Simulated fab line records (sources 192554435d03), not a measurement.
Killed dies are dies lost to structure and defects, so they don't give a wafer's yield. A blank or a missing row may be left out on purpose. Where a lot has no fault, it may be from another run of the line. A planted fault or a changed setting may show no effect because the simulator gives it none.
Shared-tool check :: flow n5Finfet :: 30 wafers sampled across 10 lots

WHY THIS WAS OPENED
At N5_BEOL_M0_INSPECT_127 the reading rawDefectCount is flagged on 3 of 10 lots. Fault-free wafers read 65, with a standard deviation of 20.
Rule: flag the lot when none of its wafers has a number, or when each of its wafers that has one lies beyond 4 standard deviations from that mean. The other lots count as sound.

lot: L273
measured: day 5 23:14
on: defectInspect-02
rawDefectCount, wafer by wafer: 54 61 61
flag: 

lot: L275
measured: day 6 14:23
on: defectInspect-02
rawDefectCount, wafer by wafer: 64 50 89
flag: 

lot: L277
measured: day 7 04:37
on: defectInspect-02
rawDefectCount, wafer by wafer: 95 99 104
flag: 

lot: L279
measured: day 7 12:31
on: defectInspect-01
rawDefectCount, wafer by wafer: 42 40 73
flag: 

lot: L281
measured: day 8 04:40
on: defectInspect-02
rawDefectCount, wafer by wafer: 81 53 50
flag: 

lot: L285
measured: day 9 04:38
on: defectInspect-01
rawDefectCount, wafer by wafer: 64 80 80
flag: 

lot: L286
measured: day 9 10:17
on: defectInspect-01
rawDefectCount, wafer by wafer: 45 44 55
flag: 

lot: L287
measured: day 9 21:25
on: defectInspect-02
rawDefectCount, wafer by wafer: 297 305 334
flag: FLAGGED

lot: L291
measured: day 10 13:55
on: defectInspect-01
rawDefectCount, wafer by wafer: 292 317 333
flag: FLAGGED

lot: L292
measured: day 10 21:02
on: defectInspect-01
rawDefectCount, wafer by wafer: 307 305 283
flag: FLAGGED
The numbers of the flagged lots are 308 on average: +243 against the usual, or +12 standard deviations.

LOT BY LOT: THE TOOL USED
Before the reading, the record contains 3 process steps out of a 1938-step route. Every cell lists first the tool, next ch and the chambers used by the sampled wafers, and last the start.
lot: L273
flag: 
N5_BEOL_M0_SPUTTER_132: pvdSputter-01, day 5 21:52
N5_BEOL_M0_SPUTTER_141: pvdSputter-01, day 5 22:06
N5_BEOL_M0_CMP_120: cmp-03 ch 1,3, day 5 22:35

lot: L275
flag: 
N5_BEOL_M0_SPUTTER_132: pvdSputter-02, day 6 12:59
N5_BEOL_M0_SPUTTER_141: pvdSputter-02, day 6 13:13
N5_BEOL_M0_CMP_120: cmp-04 ch 0,2, day 6 13:46

lot: L277
flag: 
N5_BEOL_M0_SPUTTER_132: pvdSputter-02, day 7 03:16
N5_BEOL_M0_SPUTTER_141: pvdSputter-02, day 7 03:32
N5_BEOL_M0_CMP_120: cmp-01 ch 0,3, day 7 04:04

lot: L279
flag: 
N5_BEOL_M0_SPUTTER_132: pvdSputter-02, day 7 10:47
N5_BEOL_M0_SPUTTER_141: pvdSputter-02, day 7 11:02
N5_BEOL_M0_CMP_120: cmp-03 ch 2,3, day 7 11:58

lot: L281
flag: 
N5_BEOL_M0_SPUTTER_132: pvdSputter-01, day 8 03:22
N5_BEOL_M0_SPUTTER_141: pvdSputter-01, day 8 03:36
N5_BEOL_M0_CMP_120: cmp-04 ch 2,3, day 8 04:05

lot: L285
flag: 
N5_BEOL_M0_SPUTTER_132: pvdSputter-02, day 9 03:19
N5_BEOL_M0_SPUTTER_141: pvdSputter-02, day 9 03:33
N5_BEOL_M0_CMP_120: cmp-01 ch 1,2,3, day 9 04:04

lot: L286
flag: 
N5_BEOL_M0_SPUTTER_132: pvdSputter-01, day 9 08:55
N5_BEOL_M0_SPUTTER_141: pvdSputter-01, day 9 09:09
N5_BEOL_M0_CMP_120: cmp-01 ch 0,2, day 9 09:41

lot: L287
flag: FLAGGED
N5_BEOL_M0_SPUTTER_132: pvdSputter-03, day 9 20:03
N5_BEOL_M0_SPUTTER_141: pvdSputter-03, day 9 20:17
N5_BEOL_M0_CMP_120: cmp-01 ch 0,2, day 9 20:49

lot: L291
flag: FLAGGED
N5_BEOL_M0_SPUTTER_132: pvdSputter-02, day 10 12:36
N5_BEOL_M0_SPUTTER_141: pvdSputter-02, day 10 12:50
N5_BEOL_M0_CMP_120: cmp-01 ch 1,2,3, day 10 13:20

lot: L292
flag: FLAGGED
N5_BEOL_M0_SPUTTER_132: pvdSputter-03, day 10 18:17
N5_BEOL_M0_SPUTTER_141: pvdSputter-03, day 10 18:32
N5_BEOL_M0_CMP_120: cmp-01 ch 0,1,2, day 10 20:13
What these steps do:
- N5_BEOL_M0_SPUTTER_132: material Cu, target thk 4 nm, time 7.37 s.
- N5_BEOL_M0_SPUTTER_141: material Cu, target thk 4 nm, time 7.37 s.
- N5_BEOL_M0_CMP_120: polishes, stops on SiOC, t overpolish 6.9 s.
- N5_BEOL_M0_INSPECT_127: inspects for defects (darkfield).

FLAGGED OVER TOTAL, TOOL BY TOOL (the gauges that took the reading come last)
step: N5_BEOL_M0_SPUTTER_132
tool: pvdSputter-01
lots run: 3
flagged: 0
share of the flagged lots: none
sound lots run after its first flagged lot: -

step: N5_BEOL_M0_SPUTTER_132
tool: pvdSputter-02
lots run: 5
flagged: 1
share of the flagged lots: some
sound lots run after its first flagged lot: 0

step: N5_BEOL_M0_SPUTTER_132
tool: pvdSputter-03
lots run: 2
flagged: 2
share of the flagged lots: some
sound lots run after its first flagged lot: 0

step: N5_BEOL_M0_SPUTTER_141
tool: pvdSputter-01
lots run: 3
flagged: 0
share of the flagged lots: none
sound lots run after its first flagged lot: -

step: N5_BEOL_M0_SPUTTER_141
tool: pvdSputter-02
lots run: 5
flagged: 1
share of the flagged lots: some
sound lots run after its first flagged lot: 0

step: N5_BEOL_M0_SPUTTER_141
tool: pvdSputter-03
lots run: 2
flagged: 2
share of the flagged lots: some
sound lots run after its first flagged lot: 0

step: N5_BEOL_M0_CMP_120
tool: cmp-01
lots run: 6
flagged: 3
share of the flagged lots: all
sound lots run after its first flagged lot: 0

step: N5_BEOL_M0_CMP_120
tool: cmp-03
lots run: 2
flagged: 0
share of the flagged lots: none
sound lots run after its first flagged lot: -

step: N5_BEOL_M0_CMP_120
tool: cmp-04
lots run: 2
flagged: 0
share of the flagged lots: none
sound lots run after its first flagged lot: -

step: N5_BEOL_M0_INSPECT_127
tool: defectInspect-01
lots run: 5
flagged: 2
share of the flagged lots: some
sound lots run after its first flagged lot: 0

step: N5_BEOL_M0_INSPECT_127
tool: defectInspect-02
lots run: 5
flagged: 1
share of the flagged lots: some
sound lots run after its first flagged lot: 0

WHAT THE TABLE ALLOWS
In the table, 1 row covers all flagged lots: cmp-01 at N5_BEOL_M0_CMP_120.
- cmp-01 at N5_BEOL_M0_CMP_120: 3 of its 6 lots flagged. A fault beginning between L286 (day 9 09:41), its last sound lot, and L287 (day 9 20:49), its first flagged one, fits the data.
What remains is a single tool, cmp-01 at N5_BEOL_M0_CMP_120.

WHAT WAS PUT IN BY THE SIMULATOR
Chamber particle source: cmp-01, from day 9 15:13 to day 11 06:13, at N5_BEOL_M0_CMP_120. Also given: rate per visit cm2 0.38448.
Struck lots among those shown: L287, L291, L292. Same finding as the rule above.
